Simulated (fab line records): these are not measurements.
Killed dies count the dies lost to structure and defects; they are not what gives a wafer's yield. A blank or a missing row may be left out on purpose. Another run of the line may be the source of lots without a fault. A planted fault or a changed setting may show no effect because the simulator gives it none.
fab line records | flow nandHarc
record: lots: 13 | wafers: 39 | lastDay: 34
route steps=1302 shown A_CONTACT@1066 A_BONDPAD@1218 THIN_TSV@1279 END@1302
lots with no fault: from the same line, run without faults
startH: hours from the record's opening day to when the first of the lot's shown wafers began | waitH: hours elapsed since this lot's preceding step | " unchanged from the row above | L1.1+2: a row that stands for several wafers | - value missing, or start not given | * or withheld: withheld | < > ~ a bound
route shown NAME@n: NAME is a module with steps in the file, n the number in the route of the first one | usual: mean/standard deviation taken from wafers without a fault | same: alike in all rows | chamber/n: place in a boat | sites: readings site by site | _std_site: the standard deviation of these | _edge_site: mean of outer sites minus mean of inner sites | radiusMm: for every site, how far away it sits from the centre of the wafer | mask NAME#n: copy n | behind: tool/chamber where the wafer was last shaped | hold: cause of the lot's hold/its duration in hours/its outcome | device: transistor that didn't switch, given as n, p or np | end of line: the tests these same wafers got at the end of their route | step lacking rows: just its recipe | killed: dies that structure and defects cost at the first sort, which is not the same as the wafer's yield | map: per-die view of a wafer (x killed, . not killed, _ where there is no die)
set.NAME: the run value of the setting; set.NAME@STEP: its run value at that earlier step | model.NAME: the simulator's own value behind a step, which no gauge read
the route's steps for a sample of lots (tables are steps, rows are wafers)
services: when a tool's chamber went out of use (startH, in hours from the record's first day, below 0 if earlier), for how many hours, and the reason
== steps ==
step: NHARC_A_CONTACT_DEP_84
recipe: targetThkA: 28000 | tempC: 400 | material: aC
usual: throttleValvePct: 34.999/0.0094
lot.wafer | tool      | chamber | startH | waitH | throttleValvePct
L640.1    | aclDep-03 | 0       | 526.44 | -     | 34.998
L640.2    | "         | 0       | "      | "     | 35.015
L640.5    | "         | 0       | "      | "     | 34.990
L641.1    | aclDep-03 | 0       | 529.77 | -     | 34.986
L641.3    | "         | 0       | "      | "     | 35.004
L641.4    | "         | 0       | "      | "     | 35.000
L644.2    | aclDep-02 | 0       | 564.00 | -     | 35.003
L644.5    | "         | 0       | "      | "     | 34.985
L644.6    | "         | 0       | "      | "     | 35.006
L645.1    | aclDep-03 | 0       | 576.37 | -     | 35.001
L645.2    | "         | 0       | "      | "     | 34.996
L645.5    | "         | 0       | "      | "     | 34.999
L646.1    | aclDep-02 | 0       | 598.18 | -     | 34.991
L646.2    | "         | 0       | "      | "     | 34.994
L646.4    | "         | 0       | "      | "     | 34.994
L647.2    | aclDep-02 | 0       | 605.39 | -     | 35.006
L647.3    | "         | 0       | "      | "     | 35.006
L647.5    | "         | 0       | "      | "     | 34.997
L648.2    | aclDep-01 | 0       | 608.63 | -     | 35.006
L648.5    | "         | 0       | "      | "     | 35.002
L648.6    | "         | 0       | "      | "     | 35.000
L651.4    | aclDep-01 | 0       | 617.71 | -     | 35.012
L651.5    | "         | 0       | "      | "     | 34.999
L651.6    | "         | 0       | "      | "     | 34.987
L653.1    | aclDep-01 | 0       | 644.60 | -     | 34.992
L653.3    | "         | 0       | "      | "     | 34.994
L653.6    | "         | 0       | "      | "     | 34.993
L652.1    | aclDep-01 | 0       | 652.56 | -     | 35.009
L652.3    | "         | 0       | "      | "     | 34.994
L652.5    | "         | 0       | "      | "     | 35.011
L656.1    | aclDep-02 | 0       | 680.09 | -     | 35.009
L656.3    | "         | 0       | "      | "     | 35.000
L656.6    | "         | 0       | "      | "     | 35.012
L660.1    | aclDep-01 | 0       | 714.02 | -     | 35.009
L660.4    | "         | 0       | "      | "     | 35.003
L660.5    | "         | 0       | "      | "     | 34.998
L662.2    | aclDep-01 | 0       | 749.54 | -     | 35.001
L662.4    | "         | 0       | "      | "     | 34.995
L662.5    | "         | 0       | "      | "     | 35.001
step: NHARC_A_BONDPAD_DESCUM_11
recipe: timeS: 3 | o2FlowSccm: 200 | arFlowSccm: 0 | biasPowerW: 0 | chemistry: O2
usual: drypumpMotorCurrentA: 5.8/0.51 | o2FlowSccm: 200.1/0.66 | oesProductAu: 1.001/0.0091 | rfVppV: 57.7/0.81 | showerheadPlenumPTorr: 1.93/0.092 | throttleValvePct: 11.309/0.0091
lot.wafer | tool       | chamber | startH | waitH | drypumpMotorCurrentA | o2FlowSccm | oesProductAu | rfHoursCounterH | rfVppV | showerheadPlenumPTorr | throttleValvePct
L640.1    | rieDiel-12 | 3       | 550.04 | -     | 6.4                  | 199.9      | 1.004        | 17              | 56.5   | 1.88                  | 11.320
L640.2    | "          | 1       | "      | "     | 6.4                  | 199.9      | 0.999        | 17              | 57.1   | 1.84                  | 11.310
L640.5    | "          | 2       | "      | "     | 5.2                  | 199.2      | 1.010        | -               | 57.8   | 1.91                  | 11.311
L641.3    | rieDiel-06 | 0       | 552.56 | -     | 5.6                  | 200.7      | 0.992        | 2               | 58.1   | 1.80                  | 11.305
L641.1    | "          | 1       | "      | "     | 5.1                  | 201.2      | 1.003        | 2               | 57.3   | 1.94                  | 11.318
L641.4    | "          | 3       | "      | "     | 6.5                  | 200.1      | 1.006        | 2               | 59.0   | 1.95                  | 11.322
L644.2    | rieDiel-12 | 3       | 585.76 | -     | 6.4                  | 199.3      | 0.999        | 22              | 56.2   | 1.88                  | 11.320
L644.6    | "          | 0       | "      | "     | 5.6                  | 201.9      | 0.992        | -               | 57.1   | 1.76                  | 11.308
L644.5    | "          | 1       | "      | "     | 6.4                  | 200.3      | 1.004        | -               | 58.0   | 1.84                  | 11.303
L645.2    | rieDiel-06 | 3       | 598.57 | -     | 6.5                  | 200.1      | 1.003        | 3               | 57.7   | 1.95                  | 11.311
L645.1    | "          | 1       | "      | "     | 5.2                  | 199.7      | 0.994        | 3               | 58.0   | 1.94                  | 11.311
L645.5    | "          | 2       | "      | "     | 6.2                  | 199.8      | 0.987        | -               | 56.7   | 2.06                  | 11.319
L646.4    | rieDiel-12 | 2       | 621.71 | -     | 5.1                  | 201.6      | 1.011        | 27              | 58.3   | 1.91                  | 11.319
L646.2    | "          | 3       | "      | "     | 6.4                  | 200.4      | 1.012        | 31              | 57.5   | 1.88                  | 11.311
L646.1    | "          | 1       | "      | "     | 6.4                  | 199.9      | 1.006        | 34              | 57.1   | 1.83                  | 11.319
L647.3    | rieDiel-13 | 0       | 627.29 | -     | 5.7                  | 200.1      | 1.003        | 40              | 57.9   | 1.86                  | 11.306
L647.2    | "          | 2       | "      | "     | 6.2                  | 199.7      | 1.006        | 34              | 56.9   | 2.06                  | 11.318
L647.5    | "          | 0       | "      | "     | 5.7                  | 200.2      | 1.009        | -               | 57.0   | 1.86                  | 11.313
L648.2    | rieDiel-06 | 2       | 630.13 | -     | 6.2                  | 199.5      | 0.987        | 4               | 58.4   | 2.06                  | 11.314
L648.6    | "          | 1       | "      | "     | 5.2                  | 200.4      | 1.003        | -               | 58.7   | 1.94                  | 11.314
L648.5    | "          | 2       | "      | "     | 6.1                  | 200.0      | 0.999        | -               | 59.2   | 2.06                  | 11.324
L651.4    | rieDiel-06 | 1       | 639.33 | -     | 5.2                  | 200.0      | 1.003        | -               | 58.0   | 1.94                  | 11.311
L651.5    | "          | 2       | "      | "     | 6.2                  | 200.2      | 0.996        | -               | 57.8   | 2.06                  | 11.313
L651.6    | "          | 3       | "      | "     | 6.5                  | 200.5      | 1.000        | -               | 58.4   | 1.95                  | 11.293
L653.3    | rieDiel-12 | 2       | 666.81 | -     | 5.2                  | 200.8      | 1.015        | 6               | 58.7   | 1.91                  | 11.287
L653.1    | "          | 3       | "      | "     | 6.4                  | 200.2      | 1.001        | 6               | 57.8   | 1.88                  | 11.305
L653.6    | "          | 1       | "      | "     | 6.4                  | 200.3      | 0.990        | -               | 57.6   | 1.83                  | 11.308
L652.3    | rieDiel-12 | 2       | 674.23 | -     | 5.2                  | 199.8      | 1.015        | 7               | 57.3   | 1.91                  | 11.316
L652.1    | "          | 3       | "      | "     | 6.4                  | 199.5      | 1.005        | 7               | 58.3   | 1.88                  | 11.307
L652.5    | "          | 0       | "      | "     | 5.6                  | 200.4      | 1.010        | -               | 57.0   | 2.07                  | 11.297
L656.3    | rieDiel-06 | 1       | 702.43 | -     | 5.1                  | 201.2      | 1.017        | 0               | 57.7   | 1.94                  | 11.306
L656.1    | "          | 3       | "      | "     | 6.4                  | 200.8      | 1.000        | 1               | 57.9   | 1.95                  | 11.304
L656.6    | "          | 2       | "      | "     | 6.1                  | 199.4      | 1.001        | -               | 58.5   | 2.06                  | 11.312
L660.4    | rieDiel-06 | 2       | 735.83 | -     | 6.1                  | 200.7      | 0.999        | 2               | 57.0   | 2.06                  | 11.314
L660.1    | "          | 0       | "      | "     | 5.6                  | 199.1      | 0.994        | 1               | 58.2   | 1.80                  | 11.303
L660.5    | "          | 2       | "      | "     | 6.1                  | 200.0      | 1.013        | -               | 57.4   | 2.06                  | 11.292
L662.4    | rieDiel-06 | 3       | 770.79 | -     | 6.4                  | 201.1      | 1.005        | 3               | 58.7   | 1.95                  | 11.311
L662.2    | "          | 1       | "      | "     | 5.2                  | 200.9      | 1.005        | 3               | 58.2   | 1.94                  | 11.315
L662.5    | "          | 2       | "      | "     | 6.1                  | 200.9      | 0.991        | -               | 56.3   | 2.06                  | 11.329
step: NHARC_A_BONDPAD_PRE_CLEAN_26
recipe: timeS: 30 | tempC: 280 | gas: H2/He
usual: heaterPowerW: 410/62
lot.wafer | tool          | chamber | startH | waitH | heaterPowerW
L640.1    | pvdSputter-03 | -       | -      | -     | 505
L640.2    | "             | -       | "      | "     | 362
L640.5    | "             | -       | "      | "     | 506
L641.1    | pvdSputter-01 | -       | -      | -     | 368
L641.4    | "             | -       | "      | "     | 315
L641.3    | "             | -       | "      | "     | 379
L644.2    | pvdSputter-02 | -       | -      | -     | 540
L644.6    | "             | -       | "      | "     | 393
L644.5    | "             | -       | "      | "     | 428
L645.2    | pvdSputter-01 | -       | -      | -     | 366
L645.1    | "             | -       | "      | "     | 383
L645.5    | "             | -       | "      | "     | 374
L646.2    | pvdSputter-02 | -       | -      | -     | 416
L646.4    | "             | -       | "      | "     | 548
L646.1    | "             | -       | "      | "     | 417
L647.2    | pvdSputter-01 | -       | -      | -     | 388
L647.3    | "             | -       | "      | "     | 379
L647.5    | "             | -       | "      | "     | 367
L648.2    | pvdSputter-01 | -       | -      | -     | 291
L648.5    | "             | -       | "      | "     | 388
L648.6    | "             | -       | "      | "     | 371
L651.4    | pvdSputter-01 | -       | -      | -     | 380
L651.5    | "             | -       | "      | "     | 378
L651.6    | "             | -       | "      | "     | 292
L653.3    | pvdSputter-02 | -       | -      | -     | 412
L653.1    | "             | -       | "      | "     | 411
L653.6    | "             | -       | "      | "     | 419
L652.3    | pvdSputter-02 | -       | -      | -     | 406
L652.1    | "             | -       | "      | "     | 408
L652.5    | "             | -       | "      | "     | 410
L656.1    | pvdSputter-02 | -       | -      | -     | 402
L656.3    | "             | -       | "      | "     | 406
L656.6    | "             | -       | "      | "     | 534
L660.1    | pvdSputter-02 | -       | -      | -     | 526
L660.4    | "             | -       | "      | "     | 402
L660.5    | "             | -       | "      | "     | 409
L662.4    | pvdSputter-03 | -       | -      | -     | 361
L662.2    | "             | -       | "      | "     | 441
L662.5    | "             | -       | "      | "     | 437
step: NHARC_THIN_TSV_DEGAS_53
recipe: tempC: 300 | timeS: 60
usual: heaterPowerW: 468/71
lot.wafer | tool          | chamber | startH | waitH | heaterPowerW
L640.2    | pvdSputter-02 | -       | 589.76 | 0.1   | 472
L640.1    | "             | -       | "      | "     | 621
L640.5    | "             | -       | "      | "     | 488
L641.3    | pvdSputter-02 | -       | 592.38 | 0.1   | 476
L641.4    | "             | -       | "      | "     | 622
L641.1    | "             | -       | "      | "     | 434
L644.2    | pvdSputter-01 | -       | 605.56 | 0.1   | 423
L644.5    | "             | -       | "      | "     | 441
L644.6    | "             | -       | "      | "     | 424
L645.1    | pvdSputter-01 | -       | 618.61 | 0.1   | 334
L645.2    | "             | -       | "      | "     | 445
L645.5    | "             | -       | "      | "     | 420
L646.2    | pvdSputter-03 | -       | 641.23 | 0.1   | 407
L646.1    | "             | -       | "      | "     | 524
L646.4    | "             | -       | "      | "     | 507
L647.3    | pvdSputter-03 | -       | 647.02 | 0.1   | 596
L647.2    | "             | -       | "      | "     | 517
L647.5    | "             | -       | "      | "     | 580
L648.2    | pvdSputter-02 | -       | 648.13 | 0.1   | 470
L648.6    | "             | -       | "      | "     | 468
L648.5    | "             | -       | "      | "     | 487
L651.4    | pvdSputter-03 | -       | 658.52 | 0.1   | 530
L651.5    | "             | -       | "      | "     | 515
L651.6    | "             | -       | "      | "     | 579
L653.1    | pvdSputter-01 | -       | 687.66 | 0.1   | 422
L653.3    | "             | -       | "      | "     | 440
L653.6    | "             | -       | "      | "     | 341
L652.3    | pvdSputter-01 | -       | 694.16 | 0.1   | 429
L652.1    | "             | -       | "      | "     | 336
L652.5    | "             | -       | "      | "     | 419
L656.3    | pvdSputter-01 | -       | 723.13 | 0.1   | 443
L656.1    | "             | -       | "      | "     | 417
L656.6    | "             | -       | "      | "     | 337
L660.4    | pvdSputter-02 | -       | 760.57 | 0.1   | 621
L660.1    | "             | -       | "      | "     | 463
L660.5    | "             | -       | "      | "     | 478
L662.4    | pvdSputter-03 | -       | 790.61 | 0.1   | 406
L662.2    | "             | -       | "      | "     | 503
L662.5    | "             | -       | "      | "     | 506
step: NHARC_END_SORT_01
recipe: tempC: 25
usual: killedAtArray: 53/18 | killedAtOther: 0.8/1.1 | killedAtPeriphery: 4.1/2.7 | killedDies: 58/18 | killedOpen: 3.1/1.7 | killedShort: 2.7/1.7
same: grossDies: 677
lot.wafer | tool      | chamber | startH | waitH | killedAtArray | killedAtOther | killedAtPeriphery | killedDies | killedOpen | killedShort
L653.1    | prober-02 | 0       | 698.39 | 2.8   | 202           | 0             | 0                 | 202        | 2          | 2
L653.3    | prober-02 | 0       | 699.99 | 3.4   | 128           | 0             | 2                 | 130        | 3          | 6
L653.6    | prober-02 | 0       | 702.39 | 4.3   | 142           | 0             | 0                 | 142        | 2          | 1
L652.1    | prober-01 | 0       | 705.87 | 2.5   | 257           | 1             | 1                 | 259        | 0          | 6
L652.3    | prober-01 | 0       | 707.47 | 3.1   | 262           | 0             | 0                 | 262        | 1          | 3
L652.5    | prober-01 | 0       | 709.07 | 3.7   | 223           | 1             | 1                 | 225        | 6          | 7
killed by level:class
L653.1 A_CONTACT:areaDep=165 A_CHANNEL_HOLE_D2:chamberFilmFlake=14 A_CHANNEL_HOLE_D1:chamberFilmFlake=6 A_SLIT:chamberFilmFlake=4 A_DECK1_JOINT:chamberFilmFlake=3 A_WL_FILL:chamberFilmFlake=3 A_ONON_D2:geometricParticle:open=2 A_SGD_CUT:geometricParticle:short=1
L653.3 A_CONTACT:areaDep=77 A_CHANNEL_HOLE_D2:chamberFilmFlake=25 A_CHANNEL_HOLE_D1:chamberFilmFlake=11 A_WL_FILL:chamberFilmFlake=3 A_ONON_D2:geometricParticle:open=2 A_SLIT:chamberFilmFlake=2 A_CONTACT:chamberFilmFlake=2 P_GATE:geometricParticle:open=1
L653.6 A_CONTACT:areaDep=102 A_CHANNEL_HOLE_D2:chamberFilmFlake=22 A_WL_FILL:chamberFilmFlake=6 A_CHANNEL_HOLE_D1:chamberFilmFlake=5 A_M0:geometricParticle:open=2 A_CHANNEL_FILL_D1:chamberFilmFlake=2 A_SLIT:chamberFilmFlake=2 A_ONON_D2:geometricParticle:short=1
L652.1 A_CONTACT:areaDep=204 A_SLIT:chamberFilmFlake=31 A_CHANNEL_HOLE_D1:chamberFilmFlake=6 A_STAIRCASE:chamberFilmFlake=4 A_ONON_D2:geometricParticle:short=3 A_BLC:chamberFilmFlake=3 A_SGD_CUT:geometricParticle:short=1 A_WL_FILL:geometricParticle:short=1
L652.3 A_CONTACT:areaDep=223 A_SLIT:chamberFilmFlake=22 A_CHANNEL_HOLE_D1:chamberFilmFlake=4 A_STAIRCASE:chamberFilmFlake=3 A_SGD_CUT:geometricParticle:short=2 A_DECK1_JOINT:chamberFilmFlake=2 A_BLC:chamberFilmFlake=2 A_ONON_D2:geometricParticle:short=1
L652.5 A_CONTACT:areaDep=168 A_SLIT:chamberFilmFlake=31 A_CHANNEL_HOLE_D1:chamberFilmFlake=7 A_CHANNEL_FILL_D2:geometricParticle:open=4 A_WL_FILL:chamberFilmFlake=3 A_DECK1_JOINT:geometricParticle:short=2 A_ONON_D2:geometricParticle:short=2 A_WL_FILL:geometricParticle:short=2
== services ==
tool          | chamber | startH | hours | kind
rieDiel-06    | -       | 522.59 | 0.5   | repair
pvdSputter-03 | -       | 526.24 | 10.0  | pm
aclDep-01     | -       | 551.03 | 13.0  | pm
pvdSputter-03 | -       | 565.98 | 6.6   | repair
rieDiel-06    | 0       | 568.33 | 4.0   | repair
pvdSputter-01 | -       | 578.44 | 7.2   | repair
pvdSputter-01 | -       | 585.67 | 10.0  | pm
rieDiel-06    | -       | 610.52 | 0.4   | repair
pvdSputter-03 | -       | 613.73 | 5.3   | repair
rieDiel-06    | 0       | 635.08 | 4.5   | repair
pvdSputter-02 | -       | 638.01 | 10.0  | pm
rieDiel-06    | -       | 661.28 | 9.0   | pm
pvdSputter-02 | -       | 673.42 | 1.4   | repair
rieDiel-06    | 0       | 700.64 | 1.9   | repair
pvdSputter-03 | -       | 704.33 | 10.0  | pm
rieDiel-06    | 0       | 710.20 | 7.1   | repair
pvdSputter-01 | -       | 712.57 | 1.7   | repair
rieDiel-06    | 1       | 713.32 | 7.2   | repair
rieDiel-06    | 2       | 729.87 | 5.7   | repair
pvdSputter-01 | -       | 734.21 | 11.1  | repair
pvdSputter-01 | -       | 763.67 | 10.0  | pm
rieDiel-06    | 2       | 773.05 | 5.5   | repair
rieDiel-06    | -       | 773.27 | 0.2   | repair
rieDiel-06    | 0       | 776.12 | 14.8  | repair
== key ==
firstSign: step: NHARC_END_SORT_01 | reading: killedAtArray | direction: up | sigmas: 8.2 | usual: 53 | struck: 202
effect: step: NHARC_END_SORT_01 | reading: killedDies | direction: up | sigmas: 8 | usual: 58 | struck: 203
moreKillsBornAt: NHARC_A_CONTACT_DEP_84@aclDep-01: 939
metAt NHARC_A_CONTACT_DEP_84
struckLots L652,L653
struckWafers L652.1,L652.3,L652.5,L653.1,L653.3,L653.6
testerLeftOut L652,L653
notActingAt NHARC_A_BONDPAD_DESCUM_11,NHARC_A_BONDPAD_PRE_CLEAN_26,NHARC_THIN_TSV_DEGAS_53
onsetBetween 617.71 644.60
fault: kind: processParameterDrift | tool: aclDep-01 | chamber: 0 | onsetH: 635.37 | steps: NHARC_A_CONTACT_DEP_84 | channel: targetThkA | offset: * | shape: step | endH: 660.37 | actsIn: * | stated: *
testerLeftOut: of these lots the tester's yield and bins aren't shown, on N5 and GAA mostly nor the transistor test; their killed dies are dies lost to structure and defects alone, not to doping, threshold or leakage, so they don't give the yield
